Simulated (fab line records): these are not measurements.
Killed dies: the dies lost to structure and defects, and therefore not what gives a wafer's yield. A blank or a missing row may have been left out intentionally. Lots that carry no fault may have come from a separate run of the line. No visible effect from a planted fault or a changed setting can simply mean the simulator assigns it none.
Shared-tool check || flow nand_harc || 1 lot, 1 wafer sampled

## REASON FOR OPENING
At NHARC_END_SORT_01 the reading killed_at_periphery is flagged on 1 of 1 lot. Wafers without a fault read 2.7, standard deviation 1.9.
Rule: a lot gets a flag if all its wafers with a number sit over 4 standard deviations from that mean, or if no wafer of it has a number. All remaining lots are regarded as sound.

{"lot": "L369", "measured": "day 23 10:55", "on": "prober-02", "killed_at_periphery, wafer by wafer": 77, "flag": "FLAGGED"}
The mean of the flagged lots' numbers is 77.0, +74.3 from the usual (+39 standard deviations).

## WHICH TOOL RAN EACH LOT
Before the reading, the record contains 4 process steps out of a 1159-step route. Every cell lists first the tool, next ch and the chambers used by the sampled wafers, and last the start.
{"lot": "L369", "flag": "FLAGGED", "NHARC_P_GATE_RTA_82": "rtp_anneal-01 ch 0, day 8 23:56", "NHARC_P_CONTACT_ETCH_18": "rie_diel-06 ch 0, day 9 02:52 or earlier", "NHARC_P_CONTACT_STRIP_28": "rie_diel-05 ch 3, day 9 02:52", "NHARC_P_CONTACT_ALD_22": "ald_metal-03 ch 0, day 9 03:46"}
What the steps here do:
- NHARC_P_GATE_RTA_82: time 30 s.
- NHARC_P_CONTACT_ETCH_18: etches the open film in C4F8/O2/Ar, target depth 481 nm, time 240.5 s.
- NHARC_P_CONTACT_STRIP_28: strips in O2.
- NHARC_P_CONTACT_ALD_22: deposits TiN, target thk 3 nm, pulse time 1 s, ald cycles 150.
- NHARC_END_SORT_01

## FLAGGED OVER TOTAL, TOOL BY TOOL (the gauges that took the reading come last)
{"step": "NHARC_P_GATE_RTA_82", "tool": "rtp_anneal-01", "lots run": 1, "flagged": 1, "share of the flagged lots": "all", "sound lots run after its first flagged lot": 0}
{"step": "NHARC_P_CONTACT_ETCH_18", "tool": "rie_diel-06", "lots run": 1, "flagged": 1, "share of the flagged lots": "all", "sound lots run after its first flagged lot": 0}
{"step": "NHARC_P_CONTACT_STRIP_28", "tool": "rie_diel-05", "lots run": 1, "flagged": 1, "share of the flagged lots": "all", "sound lots run after its first flagged lot": 0}
{"step": "NHARC_P_CONTACT_ALD_22", "tool": "ald_metal-03", "lots run": 1, "flagged": 1, "share of the flagged lots": "all", "sound lots run after its first flagged lot": 0}
{"step": "NHARC_END_SORT_01", "tool": "prober-02", "lots run": 1, "flagged": 1, "share of the flagged lots": "all", "sound lots run after its first flagged lot": 0}
NHARC_P_CONTACT_ETCH_18 gives no start for some lots, so the hours and the order of its lots are those of NHARC_P_CONTACT_STRIP_28.

## THE TABLE: WHAT IT ALLOWS
5 rows of the table ran every flagged lot: rtp_anneal-01 at NHARC_P_GATE_RTA_82, rie_diel-06 at NHARC_P_CONTACT_ETCH_18, rie_diel-05 at NHARC_P_CONTACT_STRIP_28, ald_metal-03 at NHARC_P_CONTACT_ALD_22, prober-02 at NHARC_END_SORT_01.
- rtp_anneal-01 at NHARC_P_GATE_RTA_82: 1 of its 1 lot flagged. It ran no sound lot before its first flagged lot in this sample, so the start can't be narrowed down.
- rie_diel-06 at NHARC_P_CONTACT_ETCH_18: 1 of its 1 lot flagged. It ran no sound lot before its first flagged lot in this sample, so the start can't be narrowed down.
- rie_diel-05 at NHARC_P_CONTACT_STRIP_28: 1 of its 1 lot flagged. It ran no sound lot before its first flagged lot in this sample, so the start can't be narrowed down.
- ald_metal-03 at NHARC_P_CONTACT_ALD_22: 1 of its 1 lot flagged. It ran no sound lot before its first flagged lot in this sample, so the start can't be narrowed down.
- prober-02 at NHARC_END_SORT_01: 1 of its 1 lot flagged. It ran no sound lot before its first flagged lot in this sample, so the start can't be narrowed down.
Because each of these 5 tools fits a fault that began at some hour, counting lots does not separate them. More lots, or a look at what each step does to the wafer, might.

## WHAT WAS PUT IN BY THE SIMULATOR
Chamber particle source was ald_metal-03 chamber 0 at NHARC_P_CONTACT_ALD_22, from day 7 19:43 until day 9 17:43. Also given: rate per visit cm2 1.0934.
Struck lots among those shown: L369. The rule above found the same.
